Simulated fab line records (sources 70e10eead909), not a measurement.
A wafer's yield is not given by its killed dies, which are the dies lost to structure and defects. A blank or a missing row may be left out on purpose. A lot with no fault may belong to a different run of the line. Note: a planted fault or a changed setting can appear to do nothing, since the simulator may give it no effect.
Which tool was responsible? ; flow nandHarc ; 12 lots with 36 wafers sampled at 5 steps, on a route of 1302 steps

WHAT THE GAUGES READ, wafer by wafer
NHARC_END_SORT_01. Usual: defectLimitedYield 91.6 %, standard deviation 2.6; killedAtArray 51, standard deviation 17; killedAtOther 1.6, standard deviation 2.1; killedAtPeriphery 4, standard deviation 3.2; killedDies 57, standard deviation 18; killedOpen 2.9, standard deviation 1.7; killedShort 2.3, standard deviation 1.3; sort_bin_2_pct 3.0 %, standard deviation 1.2; sort_bin_3_pct 0.7 %, standard deviation 0.43; sort_bin_4_pct 4.7 %, standard deviation 1.4; sortNPass 620, standard deviation 18; sortRimYieldPct 87 %, standard deviation 4.8; sortYieldPct 91.6 %, standard deviation 2.6.
lot;measured;on;defectLimitedYield (%);killedAtArray;killedAtOther;killedAtPeriphery;killedDies;killedOpen;killedShort;sort_bin_2_pct (%);sort_bin_3_pct (%);sort_bin_4_pct (%);sortNPass;sortRimYieldPct (%);sortYieldPct (%);flag
L607;day 33 05:16;prober-01;92.9 94.2 0;44 35 31;0 1 0;4 3 646;48 39 677;3 2 1;3 2 1;1.5 2.2 96.6;0.3 0.1 0.1;5.3 3.4 3.2;629 638 0;91 92 0;92.9 94.2 0;OFF

TOOL THAT RAN EACH LOT (tool first, then ch and the chambers of the sampled wafers, then the start)
lot;NHARC_P_M2_PVD_21;NHARC_P_BONDPAD_CMP_32;NHARC_P_BONDPAD_ETCH_12;NHARC_P_BONDPAD_PVD_17
L586;pvdSputter-01, day 6 17:40 or earlier;cmp-03 ch 0,2,3, day 6 17:40;rieDiel-09 ch 0,2,3, day 6 18:52;pvdSputter-01, no start
L588;pvdSputter-01, day 7 18:40 or earlier;cmp-03 ch 0,2,3, day 7 18:40;rieDiel-08 ch 0,1, day 7 19:50;pvdSputter-03, no start
L587;pvdSputter-01, day 7 20:53 or earlier;cmp-04 ch 0,1,2, day 7 20:53;rieDiel-08 ch 1,2,3, day 7 21:56;pvdSputter-01, no start
L589;pvdSputter-01, day 8 08:16 or earlier;cmp-04 ch 0,1,2, day 8 08:16;rieDiel-09 ch 0,2,3, day 8 09:28;pvdSputter-02, no start
L592;pvdSputter-01, day 9 16:43 or earlier;cmp-04 ch 0,2,3, day 9 16:43;rieDiel-08 ch 1,2,3, day 9 17:56;pvdSputter-02, no start
L593;pvdSputter-03, day 9 17:08 or earlier;cmp-03 ch 1,2,3, day 9 17:08;rieDiel-06 ch 1,3, day 9 18:18;pvdSputter-03, no start
L594;pvdSputter-03, day 10 06:17 or earlier;cmp-02 ch 1,2, day 10 06:17;rieDiel-08 ch 1,2, day 10 07:29;pvdSputter-03, no start
L596;pvdSputter-02, day 11 01:50 or earlier;cmp-03 ch 0,1,2, day 11 01:50;rieDiel-08 ch 0,1, day 11 02:59;pvdSputter-02, no start
L597;pvdSputter-03, day 11 13:25 or earlier;cmp-04 ch 0,2, day 11 13:25;rieDiel-09 ch 0,1,2, day 11 14:36;pvdSputter-02, no start
L598;pvdSputter-02, day 11 23:58 or earlier;cmp-04 ch 1,2, day 11 23:58;rieDiel-08 ch 0,1, day 12 01:11;pvdSputter-02, no start
L607;pvdSputter-02, day 15 20:45 or earlier;cmp-02 ch 2,3, day 15 20:45;rieDiel-08 ch 0,2,3, day 15 21:58;pvdSputter-01, day 33 05:16 or earlier
L608;pvdSputter-02, day 15 23:59 or earlier;cmp-03 ch 1,2, day 15 23:59;rieDiel-06 ch 0,3, day 16 01:10;pvdSputter-02, no start
- NHARC_P_M2_PVD_21: deposits Cu, target thk 30 nm, time 20.49 s.
- NHARC_P_BONDPAD_CMP_32: polishes SiCN, target thk 200 nm.
- NHARC_P_BONDPAD_ETCH_12: etches the open film in CHF3/O2, target depth 200 nm, time 100 s.
- NHARC_P_BONDPAD_PVD_17: deposits TaN, target thk 5 nm, time 8.06 s.

WHAT THE TOOLS THEMSELVES READ (means of the sampled wafers that have a number; where no wafer has one, the mark that the record gives instead)
NHARC_P_M2_PVD_21. Usual: throttleValvePct at 30.0 %, with a standard deviation of 1.3.
lot;tool;throttleValvePct (%);flag
L586;pvdSputter-01;30.3;
L588;pvdSputter-01;30.1;
L587;pvdSputter-01;30.7;
L589;pvdSputter-01;30.6;
L592;pvdSputter-01;30.4;
L593;pvdSputter-03;31.1;
L594;pvdSputter-03;29.7;
L596;pvdSputter-02;28.5;
L597;pvdSputter-03;30.4;
L598;pvdSputter-02;30.6;
L607;pvdSputter-02;27.8;
L608;pvdSputter-02;28.9;

NHARC_P_BONDPAD_CMP_32. Usual: motorCurrentA at 12.5 A, with a standard deviation of 1.4.
lot;tool;motorCurrentA (A);flag
L586;cmp-03;13.3;
L588;cmp-03;13.1;
L587;cmp-04;12.0;
L589;cmp-04;11.7;
L592;cmp-04;12.5;
L593;cmp-03;13.2;
L594;cmp-02;12.2;
L596;cmp-03;12.2;
L597;cmp-04;12.2;
L598;cmp-04;11.7;
L607;cmp-02;12.1;
L608;cmp-03;12.3;

NHARC_P_BONDPAD_ETCH_12. Usual: biasW 199.8 W, standard deviation 0.59; drypumpMotorCurrentA 5.9 A, standard deviation 0.46; oesProductAu 0.942 a.u., standard deviation 0.021; rfVppV 370.1 V, standard deviation 2.2; runLengthS 121.4 s, standard deviation 0.43; showerheadPlenumPTorr 2.38 Torr, standard deviation 0.098; throttleValvePct 20.573 %, standard deviation 0.0093.
lot;tool;biasW (W);drypumpMotorCurrentA (A);oesProductAu (a.u.);rfVppV (V);runLengthS (s);showerheadPlenumPTorr (Torr);throttleValvePct (%);flag
L586;rieDiel-09;200.0;5.3;0.966;368.5;121.3;2.34;20.576;
L588;rieDiel-08;199.8;5.9;0.972;370.5;121.6;2.37;20.571;
L587;rieDiel-08;199.8;6.1;0.974;369.0;121.5;2.33;20.574;
L589;rieDiel-09;199.5;5.3;0.922;369.6;121.2;2.34;20.579;
L592;rieDiel-08;200.3;6.1;0.961;368.9;121.7;2.33;20.571;
L593;rieDiel-06;199.4;6.1;0.930;370.1;121.1;2.39;20.575;
L594;rieDiel-08;199.5;6.0;0.956;368.4;121.5;2.35;20.576;
L596;rieDiel-08;199.9;5.8;0.928;371.7;121.4;2.43;20.574;
L597;rieDiel-09;200.2;5.7;0.917;371.1;121.2;2.43;20.569;
L598;rieDiel-08;199.7;5.9;0.927;370.2;121.8;2.37;20.579;
L607;rieDiel-08;200.4;5.9;0.966;370.5;98.6;2.39;20.575;OFF
L608;rieDiel-06;199.4;6.0;0.925;370.8;121.2;2.42;20.573;

NHARC_P_BONDPAD_PVD_17. Usual: throttleValvePct at 30.1 %, with a standard deviation of 1.1.
lot;tool;throttleValvePct (%);flag
L586;pvdSputter-01;30.3;
L588;pvdSputter-03;30.9;
L587;pvdSputter-01;30.8;
L589;pvdSputter-02;29.4;
L592;pvdSputter-02;29.6;
L593;pvdSputter-03;30.9;
L594;pvdSputter-03;29.3;
L596;pvdSputter-02;29.4;
L597;pvdSputter-02;29.4;
L598;pvdSputter-02;28.4;
L607;pvdSputter-01;29.8;
L608;pvdSputter-02;30.2;

THE ANSWER, worked out from the rows above alone
Rule: a lot counts as off when the mean over its wafers that have a number is more than 3 standard deviations away from the usual mean. A lot without any number at a reading at which 4 lots or more have one is off too. Where the step has rows for the other lots, those lots are counted as sound. Order of review: gauges by route order, followed by the tools' own readings, for which a lot's mean as printed above is used. The first step at which some lot is off is used, and at that step the reading that is off furthest; a lot without a number counts as furthest.
Off: L607, at NHARC_END_SORT_01 (killedAtPeriphery). Neither off nor sound, because the step has no rows for them: L586, L588, L587, L589, L592, L593, L594, L596, L597, L598, L608.
A tool fits if, at a process step before that reading, it ran every lot that is off, and no sound lot after the first of them. Not tried: the gauges at NHARC_END_SORT_01; whatever is off there is also off at NHARC_P_BONDPAD_ETCH_12, on other tools, and gauge error can't account for it. NHARC_P_M2_PVD_21: start missing for some lots; hours and lot order therefore follow NHARC_P_BONDPAD_CMP_32. NHARC_P_BONDPAD_PVD_17: start missing for some lots; hours and lot order therefore follow NHARC_END_SORT_01. Can't be told from this: 4 tools fit, pvdSputter-02 at NHARC_P_M2_PVD_21, cmp-02 at NHARC_P_BONDPAD_CMP_32, rieDiel-08 at NHARC_P_BONDPAD_ETCH_12, pvdSputter-01 at NHARC_P_BONDPAD_PVD_17.

WHAT THE SIMULATOR HAD INSERTED
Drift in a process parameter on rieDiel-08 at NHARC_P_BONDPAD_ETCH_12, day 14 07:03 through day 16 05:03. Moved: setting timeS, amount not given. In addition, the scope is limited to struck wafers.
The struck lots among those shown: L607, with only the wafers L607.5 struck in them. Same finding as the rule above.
